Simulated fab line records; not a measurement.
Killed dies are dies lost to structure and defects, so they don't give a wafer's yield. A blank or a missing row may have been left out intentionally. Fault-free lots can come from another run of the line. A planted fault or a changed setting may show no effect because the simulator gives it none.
Comparing a struck lot with a sound one	flow nand_harc	17 out of 1302 route steps
Sound: these wafers, L950.2, L950.4, L950.5. Struck: wafers L954.2, L954.4, L954.6. The cause is given at the end.
Order at every step that has rows: each side's tool, ch and its chambers, its first start. Under that, the readings that differ: sound wafers	struck wafers	difference of the means	sigmas: that difference in standard deviations of wafers without a fault.
alike: readings whose means differ by less than 2 such deviations, and words and numbers that are the same on both sides. not compared: withheld readings, readings that some wafer has no value for, bounds like >300 that may hide the same value, and numbers for which the record gives no deviation and whose values overlap.
The two part at a step that has a row with sigmas, a row that says differs or no value, or rows on one side only. Non-overlapping numbers with no deviation appear without sigmas and do not part them. A reading missing from all wafers of one side parts the sides only when that side holds two or more wafers.

NHARC_P_ZERO_WELL_CD_MEAS_24: the cd target is 720 nm.
  sound on cd_sem-02 ch 0, day 2 02:22; struck on cd_sem-03 ch 0, day 3 14:31
  alike: cd_nm
then, 1 step without rows for these wafers: NHARC_P_ZERO_WELL_HARDBAKE_25 (time 80 s).
NHARC_P_ZERO_WELL_DESCUM_26: chemistry O2, time 3 s.
  sound on rie_diel-04 ch 0,1,3, day 2 02:32; struck on rie_diel-04 ch 0,3, day 3 14:40
  alike: drypump_motor_current_A, oes_product_au, rf_vpp_V, showerhead_plenum_p_Torr, throttle_valve_pct
  not compared: rf_hours_counter_h
then, 9 steps without rows for these wafers: NHARC_P_ZERO_WELL_IMPLANT_27; NHARC_P_ZERO_WELL_IMPLANT_57; NHARC_P_ZERO_WELL_IMPLANT_58; NHARC_P_ZERO_WELL_STRIP_28 (strips in SPM, time 840 s); NHARC_P_ZERO_WELL_DEHYDRATE_29 (time 120 s); NHARC_P_ZERO_WELL_HMDS_30 (time 30 s); NHARC_P_ZERO_WELL_COAT_31; NHARC_P_ZERO_WELL_SOFTBAKE_32 (time 95 s); NHARC_P_ZERO_WELL_EBR_33.
NHARC_P_ZERO_WELL_EXPOSE_34: exposes mask P PWELL, target cd 720 nm.
  sound on krf_scanner-02 ch 0, day 2 03:43; struck on krf_scanner-02 ch 0, day 3 15:59
reading	sound	struck	difference	sigmas
mask	P_PWELL#0 P_PWELL#0 P_PWELL#0	P_PWELL_R1#0 P_PWELL_R1#0 P_PWELL_R1#0	differs	
  alike: stage_vel_mm_s
then, 2 steps without rows for these wafers: NHARC_P_ZERO_WELL_PEB_35 (peb time 85 s); NHARC_P_ZERO_WELL_DEVELOP_36 (time 70 s).
NHARC_P_ZERO_WELL_CD_MEAS_37: the cd target is 720 nm.
  sound on cd_sem-02 ch 0, day 2 03:52; struck on cd_sem-01 ch 0
reading	sound	struck	difference	sigmas
cd_nm (nm)	715.1 719.4 719.2	753.4 752.1 750.9	+34.2	+18
  not compared: hold
next, for these wafers, 1 step has no rows: NHARC_END_SORT_01.

## WHERE THEY PART
First at NHARC_P_ZERO_WELL_EXPOSE_34; last, within this record, at NHARC_P_ZERO_WELL_CD_MEAS_37.

WHY: the cause the simulator had injected
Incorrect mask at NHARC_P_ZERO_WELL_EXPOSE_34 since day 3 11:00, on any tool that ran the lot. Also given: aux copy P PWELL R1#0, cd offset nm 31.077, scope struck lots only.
